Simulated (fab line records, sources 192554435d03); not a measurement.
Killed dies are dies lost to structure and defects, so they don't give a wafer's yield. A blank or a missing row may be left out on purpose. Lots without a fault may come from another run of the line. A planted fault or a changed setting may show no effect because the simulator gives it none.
Which tool did it? | flow n5_finfet | 12 lots, 36 wafers sampled, at 3 steps of a route of 1938

WHAT THE GAUGES READ, wafer by wafer
N5_BEOL_M10_THK_MEAS_01.
lot  | measured     | on            | M10_ILD_THK (nm)
L075 | day 10 03:07 | film_metro-02 | 266 272 276
L078 | day 10 18:19 | film_metro-02 | 267 268 274
L080 | day 11 08:37 | film_metro-01 | 263 272 274
L081 | day 11 19:13 | film_metro-02 | 264 264 267
L083 | day 12 07:41 | film_metro-01 | 265 269 273
L084 | day 13 00:07 | film_metro-02 | 265 267 271
L085 | day 13 06:35 | film_metro-02 | 263 265 267
L089 | day 14 04:19 | film_metro-02 | 271 269 276
L091 | day 14 05:33 | film_metro-02 | 264 270 270
L095 | day 15 02:26 | film_metro-02 | 266 266 269
L094 | day 15 10:43 | film_metro-02 | 264 261 268
L096 | day 15 21:48 | film_metro-01 | 264 270 268

WHICH TOOL RAN EACH LOT (tool, then ch and the chambers of the sampled wafers, then the start)
lot  | N5_BEOL_M9_CMP_52             | N5_BEOL_M10_ILD_DEP_00
L075 | cmp-04 ch 0,3, day 10 01:45   | pecvd-04 ch 0,1, day 10 02:14
L078 | cmp-03 ch 1,2,3, day 10 17:19 | pecvd-04 ch 0,1, day 10 17:44
L080 | cmp-04 ch 1,2, day 11 07:34   | pecvd-01 ch 0,1,2, day 11 08:01
L081 | cmp-02 ch 0,2,3, day 11 18:08 | pecvd-04 ch 0,2, day 11 18:36
L083 | cmp-02 ch 1,2, day 12 06:39   | pecvd-04 ch 0,1, day 12 07:06
L084 | cmp-03 ch 0,1,3, day 12 23:06 | pecvd-04 ch 1,2, day 12 23:31
L085 | cmp-02 ch 0,2, day 13 05:01   | pecvd-02 ch 0,1, day 13 05:31
L089 | cmp-02 ch 1,2, day 14 03:14   | pecvd-04 ch 0,1,2, day 14 03:43
L091 | cmp-03 ch 0,3, day 14 04:28   | pecvd-01 ch 0,2, day 14 04:58
L095 | cmp-02 ch 1,3, day 15 01:19   | pecvd-04 ch 0,1,2, day 15 01:50
L094 | cmp-04 ch 1,3, day 15 09:40   | pecvd-02 ch 0,1, day 15 10:08
L096 | cmp-02 ch 0,1,3, day 15 20:43 | pecvd-02 ch 1,2, day 15 21:13
- N5_BEOL_M9_CMP_52: polishes, stops on SiCOH lowk, t overpolish 7 s, target thk 140 nm.
- N5_BEOL_M10_ILD_DEP_00: deposits SiCOH lowk from DEMS/porogen, target thk 308.51 nm, time 58 s.

THE ANSWER, worked out from the rows above alone
Rule: what is usual is taken from the lots themselves. Put in order of their means at a reading, lots are off if they are a third of the lots or fewer, leave a main group of 4 or more, and stand apart from it by a gap of 3 or more times the standard deviation of the main group's means; of several such gaps the widest counts. A main group whose means are all the same, to the digits that the tables above print for the reading, isn't used. A lot without any number at a reading at which 4 lots or more have one is off too. The other lots that the step has rows for count as sound.
No lot is off at any reading shown: from this, nothing can be told.

WHAT THE SIMULATOR HAD PUT IN
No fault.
